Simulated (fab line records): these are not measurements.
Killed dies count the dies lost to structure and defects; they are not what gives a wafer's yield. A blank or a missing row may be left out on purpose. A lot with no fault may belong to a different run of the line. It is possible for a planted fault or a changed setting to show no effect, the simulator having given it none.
Code-filled problem report in 8D (eight disciplines) form    flow n5 finfet    the parts of the form that need people (team, actions taken, sign-off) are left out

1. THE PROBLEM
At N5_PASSIVATION_PROBE_49, killed_at_M0_to_M3 averages 1116 over 9 wafers from 3 lots, while fault-free wafers read 36, standard deviation 10. So: +99 or more standard deviations from the usual mean.
First observed at day 15 13:22: wafer L915.2, on prober-02. At this step, 12 wafers from 4 lots have a number in the record. The rule behind "out" and "out of limits": a value lying over 4 standard deviations away from the usual mean. The rest of the wafers with a number are treated as sound.

2. WHAT IT IS AND WHAT IT IS NOT
question                     is                                                                                                                      is not
which readings at this step  killed_at_M0_to_M3, defect limited yield, killed dies, killed on rim, sort_bin_5_function, sort n pass, sort yield pct  killed_at_M4_up, killed at contacts, killed at front end, killed at other, killed open, killed short
which lots                   L915, L916, L917                                                                                                        L920
which wafers of those lots   all that have a number                                                                                                  -
read on which tools          prober-02                                                                                                               prober-01
when                         from day 15 13:22                                                                                                       up to then (0 sound wafers); but 3 sound wafers of L920 came after

3. SUSPECTS, AND WHAT RULES EACH OUT
Counting: any tool at a process step up to the reading is kept as a suspect provided that every lot that is out went through it and no sound lot did after the first of them.
- pvd sputter-02 at N5_BEOL_M0_SAQP_HM_DEP_02 (deposits TiN, target thk 12 nm): ruled out as a lasting fault. After its first lot that is out, L915 (day 8 13:11), sound lots L920 ran on it.
- prober-02 at N5_PASSIVATION_PROBE_49: kept. It ran every lot that is out, first L915 (day 15 13:22), and no sound lot after that. Its own defect limited yield, killed_at_M0_to_M3, killed dies, killed on rim, sort_bin_5_function, sort n pass, sort yield pct readings are out on those wafers.
Remaining after the count: prober-02 at N5_PASSIVATION_PROBE_49.

4. THE CAUSE (what the simulator had put in)
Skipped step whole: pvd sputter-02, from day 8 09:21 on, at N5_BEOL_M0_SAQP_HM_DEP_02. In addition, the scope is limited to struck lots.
It was ruled out by counting, in error; the rule expects a fault to strike all lots run on its tool from its start on, and this fault did not.

5. THE CHAIN OF EFFECTS, in route order
Rows list readings where the struck wafers' mean (over those with a number) sits beyond 3 standard deviations from the usual. Only readings for which the record gives a usual standard deviation are gone through. hours: the time from each lot's start at the first step in this table that gives one to its start at this step, as a median over the lots. sigmas: the change in usual standard deviations.
hours  step                     reading               usual   on struck wafers  change  sigmas
0      N5_PASSIVATION_PROBE_49  defect limited yield  91.2 %  0.0               -91.2   -61
0      N5_PASSIVATION_PROBE_49  killed_at_M0_to_M3    36      1116              +1080   +99 or more
0      N5_PASSIVATION_PROBE_49  killed dies           104     1180              +1076   +63
0      N5_PASSIVATION_PROBE_49  killed on rim         14      152               +138    +38
0      N5_PASSIVATION_PROBE_49  sort_bin_5_function   5.1 %   96.9              +91.8   +99 or more
0      N5_PASSIVATION_PROBE_49  sort n pass           1076    0                 -1076   -63
0      N5_PASSIVATION_PROBE_49  sort yield pct        91.2 %  0.0               -91.2   -61
Here are the process steps it includes:
- N5_PASSIVATION_PROBE_49
Readings that are blank on the struck wafers while sound wafers have them: chamber pressure pa at N5_BEOL_M0_SAQP_HM_DEP_02; substrate temp c at N5_BEOL_M0_SAQP_HM_DEP_02; throttle valve pct at N5_BEOL_M0_SAQP_HM_DEP_02.

6. WHAT WOULD HAVE CAUGHT IT SOONER
172 hours passed between the start of the fault at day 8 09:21 and the first reading out of limits in this record, taken at day 15 13:22.
At N5_BEOL_M0_SAQP_HM_DEP_02 the tool's readings are blank on the struck wafers, where sound wafers have them: an empty tool record is the first sign, and it was there at once.
